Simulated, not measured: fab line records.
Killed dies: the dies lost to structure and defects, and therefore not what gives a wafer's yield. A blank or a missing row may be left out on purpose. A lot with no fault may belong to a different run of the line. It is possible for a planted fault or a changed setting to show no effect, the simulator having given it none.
Which tool did it?    flow n5 finfet    Sampling: 11 lots, 33 wafers, 4 of 1938 route steps

== WHAT THE GAUGES SHOWED, per wafer ==
The record holds no reading of a measuring or inspecting step that can be judged against a usual standard deviation.

== WHAT TOOL EACH LOT RAN ON (gives the tool, then ch and the chambers of the sampled wafers, and finally the start) ==
lot   N5_BEOL_M5_ALD_86                    N5_BEOL_M5_SURFACE_TREAT_87   N5_BEOL_M5_SPUTTER_83         N5_BEOL_M5_CMP_52
L584  ald metal-01 ch 0,1,2, day 8 12:51   pvd sputter-02, day 8 13:10   pvd sputter-01, day 8 15:37   cmp-02 ch 0,1, day 8 18:20
L589  ald metal-04 ch 0,2,3, day 9 16:59   pvd sputter-01, day 9 17:20   pvd sputter-01, day 9 19:44   cmp-02 ch 0,2,3, day 9 22:58
L591  ald metal-03 ch 1,2,3, day 9 22:56   pvd sputter-01, day 9 23:15   pvd sputter-02, day 10 01:44  cmp-02 ch 0,1,2, day 10 04:38
L590  ald metal-04 ch 0,1,2, day 9 23:25   pvd sputter-03, day 9 23:38   pvd sputter-03, day 10 02:39  cmp-03 ch 0,3, day 10 05:20
L600  ald metal-04 ch 1,2,3, day 12 16:13  pvd sputter-01, day 12 16:30  pvd sputter-02, day 12 18:55  cmp-03 ch 0,1,2, day 12 21:38
L601  ald metal-01 ch 0,1,3, day 12 17:48  pvd sputter-01, day 12 18:02  pvd sputter-03, day 12 21:16  cmp-03 ch 0,1, day 12 23:59
L602  ald metal-03 ch 2,3, day 13 07:41    pvd sputter-03, day 13 07:59  pvd sputter-03, day 13 10:36  cmp-02 ch 0,1,2, day 13 13:23
L605  ald metal-01 ch 0,2,3, day 13 15:31  pvd sputter-03, day 13 15:45  pvd sputter-01, day 13 18:12  cmp-03 ch 0,1,2, day 13 20:55
L604  ald metal-04 ch 1,2,3, day 13 15:37  pvd sputter-03, day 13 15:54  pvd sputter-03, day 13 18:20  cmp-02 ch 0,2,3, day 13 21:28
L603  ald metal-04 ch 0,2,3, day 13 20:41  pvd sputter-03, day 13 21:01  pvd sputter-02, day 13 23:35  cmp-01 ch 0,1, day 14 02:16
L606  ald metal-04 ch 0,1,3, day 14 07:24  pvd sputter-02, day 14 07:46  pvd sputter-03, day 14 10:23  cmp-02 ch 2,3, day 14 13:05
- N5_BEOL_M5_ALD_86: deposits TaN, pulse time 2 s, purge time 3 s, co reactant purge time 2 s.
- N5_BEOL_M5_SURFACE_TREAT_87
- N5_BEOL_M5_SPUTTER_83: material Cu, target thk 15 nm, time 27.62 s.
- N5_BEOL_M5_CMP_52: polishes, stops on SiCOH lowk, t overpolish 6.9 s, target thk 62 nm.

== WHAT THE TOOLS THEMSELVES READ (means of the sampled wafers that have a number; where no wafer has one, the mark that the record gives instead) ==
N5_BEOL_M5_ALD_86.
lot   tool          heater power w (W)
L584  ald metal-01  398
L589  ald metal-04  389
L591  ald metal-03  407
L590  ald metal-04  390
L600  ald metal-04  400
L601  ald metal-01  417
L602  ald metal-03  363
L605  ald metal-01  406
L604  ald metal-04  400
L603  ald metal-04  386
L606  ald metal-04  401

N5_BEOL_M5_SPUTTER_83.
lot   tool            chuck sensor temp C (C)  substrate temp c (C)  throttle valve pct (%)
L584  pvd sputter-01  -15.8                    -20.03                29.9
L589  pvd sputter-01  -15.9                    -20.01                30.1
L591  pvd sputter-02  -15.5                    -19.98                29.1
L590  pvd sputter-03  -15.8                    -19.98                30.4
L600  pvd sputter-02  -15.8                    -19.95                29.1
L601  pvd sputter-03  -16.0                    -20.02                30.7
L602  pvd sputter-03  -15.7                    -19.99                30.0
L605  pvd sputter-01  -15.8                    -19.97                30.0
L604  pvd sputter-03  -15.7                    -20.01                29.6
L603  pvd sputter-02  -15.6                    -20.01                29.1
L606  pvd sputter-03  -15.9                    -20.03                30.9

N5_BEOL_M5_CMP_52.
lot   tool    barrier field endpoint s (s)  motor current A (A)  overpolish run s (s)  platen rpm (rpm)  time to endpoint s (s)
L584  cmp-02  24.0                          5.8                  6.907                 50.02             54.9
L589  cmp-02  23.9                          5.3                  6.895                 52.00             60.3
L591  cmp-02  23.2                          5.8                  6.906                 52.01             57.2
L590  cmp-03  25.5                          5.5                  6.890                 50.01             63.5
L600  cmp-03  24.6                          6.1                  6.888                 50.01             64.3
L601  cmp-03  25.2                          5.9                  6.894                 49.99             62.4
L602  cmp-02  24.8                          5.8                  6.906                 49.99             60.9
L605  cmp-03  24.8                          6.1                  6.912                 49.99             62.7
L604  cmp-02  24.4                          5.5                  6.902                 50.03             59.4
L603  cmp-01  24.2                          6.8                  6.900                 49.98             61.7
L606  cmp-02  24.3                          5.6                  6.905                 50.05             61.2

== THE ANSWER, worked out from the rows above alone ==
Rule: usual is defined by the lots themselves. The widest of any qualifying gaps counts: lots, ordered by their means at a reading, are off when they make up no more than a third of the lots, leave a main group of 4 or more, and stand apart from it by 3 or more times the standard deviation of that group's means. If all means in a main group match to the digits the tables above print for the reading, that group is not used. Also off: a lot with no number at a reading for which 4 or more lots have one. All remaining lots with rows at the step are treated as sound. Order of review: gauges by route order, followed by the tools' own readings, for which a lot's mean as printed above is used. At the first step where some lot is off, the reading lying furthest off is the one used; lots without a number count as furthest.
Off: L589, L591 (N5_BEOL_M5_CMP_52, platen rpm). The main group has a mean of 50.01 rpm with a standard deviation of 0.021.
If a tool, at that step or one of the process steps before it, ran each lot that is off and ran no sound lot following the first of them, it fits. Not one of the candidates tried fits.

== WHAT THE SIMULATOR HAD INSERTED ==
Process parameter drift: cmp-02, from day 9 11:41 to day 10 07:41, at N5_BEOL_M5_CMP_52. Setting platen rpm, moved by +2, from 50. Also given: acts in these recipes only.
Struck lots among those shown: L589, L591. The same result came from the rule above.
